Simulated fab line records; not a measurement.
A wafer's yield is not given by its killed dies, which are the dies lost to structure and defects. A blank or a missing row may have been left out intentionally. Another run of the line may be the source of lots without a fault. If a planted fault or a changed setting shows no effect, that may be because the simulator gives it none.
Code-filled problem report in 8D (eight disciplines) form -- flow n5_finfet -- the parts of the form that need people (team, actions taken, sign-off) are left out

## 1. WHAT IS WRONG
run_length_s at N5_SD_EPI_N_COAT_32 reads a mean of 44.41 s on 6 wafers of 2 lots; wafers without a fault read 66.23 s with a standard deviation of 0.16. That is -99 or more standard deviations from the usual mean.
The step: time 60 s, resist thk 350 nm.
Earliest sighting: wafer L655.1 on litho_track-03 at day 6 11:49. Wafers with a number at this step in the record: 32, from 11 lots. Rule for "out", or "out of limits": more than 4 standard deviations from the usual mean. Any other wafer with a number is counted as sound.

## 2. WHAT IT IS AND WHAT IT IS NOT
question,is,is not
which readings at this step,"run_length_s, heater_power_total_W",-
which lots,"L655, L656","L642, L643, L645, L646, L658, L659, L661, L662, L663"
which wafers of those lots,all that have a number,-
read on which tools,litho_track-03,"litho_track-01, litho_track-05"
when,from day 6 11:49,"up to then (12 sound wafers); but 14 sound wafers of L658, L659, L661, L662, L663 came after"

## 3. THE SUSPECTS, EACH WITH WHAT RULES IT OUT
Counting: a tool at a process step up to the reading stays a suspect if it ran every lot that is out and no sound lot after the first of them.
- rie_diel-04 at N5_DUMMY_GATE_STRIP_41 (strips in O2): ruled out as a lasting fault. Sound lots L658, L662 ran on it after its first lot that is out, L655 (day 6 10:30).
- litho_track-03 at N5_SD_EPI_N_COAT_32 (time 60 s, resist thk 350 nm): kept. It processed each lot that is out, first L655 at day 6 11:49, and no sound lot thereafter; up to then, the last sound lot it processed was L645 at day 4 01:19. Its own heater_power_total_W, run_length_s readings are out on those wafers.
Remaining after the count: litho_track-03 at N5_SD_EPI_N_COAT_32.

## 4. THE CAUSE (what the simulator had put in)
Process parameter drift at N5_SD_EPI_N_COAT_32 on litho_track-03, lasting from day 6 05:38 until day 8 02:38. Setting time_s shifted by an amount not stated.
This tool alone remained once counting was done.

## 5. THE EFFECT CHAIN, in route order
One row per reading whose mean, taken over the struck wafers that have a number, lies over 3 standard deviations from the usual. Only readings for which the record gives a usual standard deviation are gone through. hours: the time from each lot's start at the first step in this table that gives one to its start at this step, as a median over the lots. sigmas: the change in usual standard deviations.
hours,step,reading,usual,on struck wafers,change,sigmas
0,N5_SD_EPI_N_COAT_32,heater_power_total_W,500.5 W,660.4,+159.9,+89
0,N5_SD_EPI_N_COAT_32,run_length_s,66.23 s,44.41,-21.82,-99 or more
The process steps in it:
- N5_SD_EPI_N_COAT_32: time 60 s, resist thk 350 nm.

## 6. WHAT WOULD HAVE CAUGHT IT SOONER
In this record no reading fell out of limits until day 6 11:49, 6 hours after the fault had begun at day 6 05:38.
